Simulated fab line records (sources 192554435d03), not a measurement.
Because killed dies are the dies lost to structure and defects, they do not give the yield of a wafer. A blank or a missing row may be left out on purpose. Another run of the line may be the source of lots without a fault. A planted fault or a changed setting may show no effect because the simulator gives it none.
A lot that was struck, set against a sound lot + flow n5Finfet + 35 out of 1938 route steps
Sound: the wafers L603.1, L603.2, L603.5. Struck: wafer L613.1 (L613.3, L613.5, from the same lot, were not struck and are left out); the cause is given at the end.
Per side, at each step with rows, come the tool, then ch with its chambers, and then its first start. Under that, the readings that differ: sound wafers + struck wafers + difference of the means + sigmas: that difference in standard deviations of wafers without a fault.
alike: same words and numbers on both sides, and readings whose means sit less than 2 such deviations apart. not compared: any withheld reading, any reading some wafer has no value for, any bound like >300 that may hide the same value, and any number with overlapping values for which the record gives no deviation.
Wherever a step has rows on one side only, a row that says differs or no value, or a row with sigmas, the two part there. Non-overlapping numbers with no deviation appear without sigmas and do not part them. A reading that every wafer of one side lacks parts them only if that side has two wafers or more.

first, 11 steps without rows for these wafers: N5_BEOL_M13_ETCH_67 (etches SiARC in CF4, target depth 143 nm, time 238.3 s); N5_BEOL_M13_ETCH_68 (etches SOC in N2/H2, time 355 s); N5_BEOL_M13_STRIP_69 (strips in N2/H2); N5_BEOL_M13_TRENCH_ETCH_34 (etches SiOC in C4F8/O2/Ar, target depth 413.47 nm, time 162.6 s); N5_BEOL_M13_STRIP_70 (strips in C4F8/O2/Ar); N5_BEOL_M13_STRIP_37 (strips in N2/H2); N5_BEOL_M13_ETCH_38 (etches SiCN in CF4/N2, target depth 67.5 nm, time 71.9 s); N5_BEOL_M13_PRECLEAN_39 (cleans in residue remover, time 60 s); N5_BEOL_M13_SRD_40 (time 30 s, dry time 30 s); N5_BEOL_M13_DEGAS_41 (time 60 s); N5_BEOL_M13_PRE_CLEAN_42 (time 30 s).
N5_BEOL_M13_SPUTTER_43: material TaN, target thk 15 nm, time 24.19 s.
  sound on pvdSputter-02 at day 11 22:16; struck on pvdSputter-02 at day 13 12:12
  alike: cathodeDcPowerW, throttleValvePct
then, 22 steps without rows for these wafers: N5_BEOL_M13_SPUTTER_44 (material Ta, target thk 10 nm, time 16.13 s); N5_BEOL_M13_SPUTTER_45 (material Cu, target thk 80 nm, time 13.33 s); N5_BEOL_M13_ECD_47 (material Cu, target thk 936 nm); N5_BEOL_M13_ANNEAL_48 (time 90 s); N5_BEOL_M13_CMP_49 (polishes, stops on SiOC, t overpolish 17.1 s, target thk 420 nm); N5_BEOL_M13_PRE_CLEAN_52 (time 15 s); N5_BEOL_M13_DEP_53 (deposits SiCN from 3MS/NH3, target thk 50 nm, time 17.8 s); N5_BEOL_M14_ILD_DEP_00 (deposits SiO2 from TEOS/O2, target thk 1119.3 nm, time 237.4 s); N5_BEOL_M14_COAT_58 (time 60 s, resist thk 89 nm); N5_BEOL_M14_COAT_04 (resist thk 800 nm); N5_BEOL_M14_EBR_06; N5_BEOL_M14_SOFTBAKE_05 (time 60 s); N5_BEOL_M14_EXPOSE_07 (exposes mask V13); N5_BEOL_M14_PEB_08 (peb time 90 s); N5_BEOL_M14_DEVELOP_09 (develop time 45 s); N5_BEOL_M14_HARDBAKE_14 (time 120 s); N5_BEOL_M14_DESCUM_15 (chemistry O2, time 7.9 s); N5_BEOL_M14_ETCH_59 (etches BARC in N2/H2, target depth 89 nm, overetch 26.7 nm, time 67.9 s); N5_BEOL_M14_VIA_ETCH_16 (etches SiO2 in C4F8/O2/Ar, target depth 1231.3 nm); N5_BEOL_M14_STRIP_63 (strips in O2); N5_BEOL_M14_STRIP_64 (strips in O2); N5_BEOL_M14_STRIP_71 (strips in post etch residue remover, time 60 s).
N5_PASSIVATION_PROBE_49:
  sound on prober-02 at day 13 00:16; struck on prober-02 at day 14 17:51
| reading                 | sound          | struck | difference | sigmas |
|-------------------------|----------------|--------|------------|--------|
| defectLimitedYield (%)  | 91.9 92.0 93.6 | 83.6   | -8.9       | -6     |
| killed_at_M4_up         | 5 7 11         | 127    | +119       | +23    |
| killedDies              | 95 94 76       | 194    | +106       | +6     |
| killedOnRim             | 11 13 6        | 27     | +17        | +4     |
| sort_bin_5_function (%) | 4.7 4.5 4.2    | 11.3   | +6.8       | +7     |
| sortNPass               | 1085 1086 1104 | 986    | -106       | -6     |
| sortYieldPct (%)        | 91.9 92.0 93.6 | 83.6   | -8.9       | -6     |
  alike: killed_at_M0_to_M3, killedAtContacts, killedAtFrontEnd, killedAtOther, killedOpen, killedShort, sort_bin_6_memory

## WHERE THEY PART
Only at N5_PASSIVATION_PROBE_49, within this record.

WHY: whatever the simulator had introduced
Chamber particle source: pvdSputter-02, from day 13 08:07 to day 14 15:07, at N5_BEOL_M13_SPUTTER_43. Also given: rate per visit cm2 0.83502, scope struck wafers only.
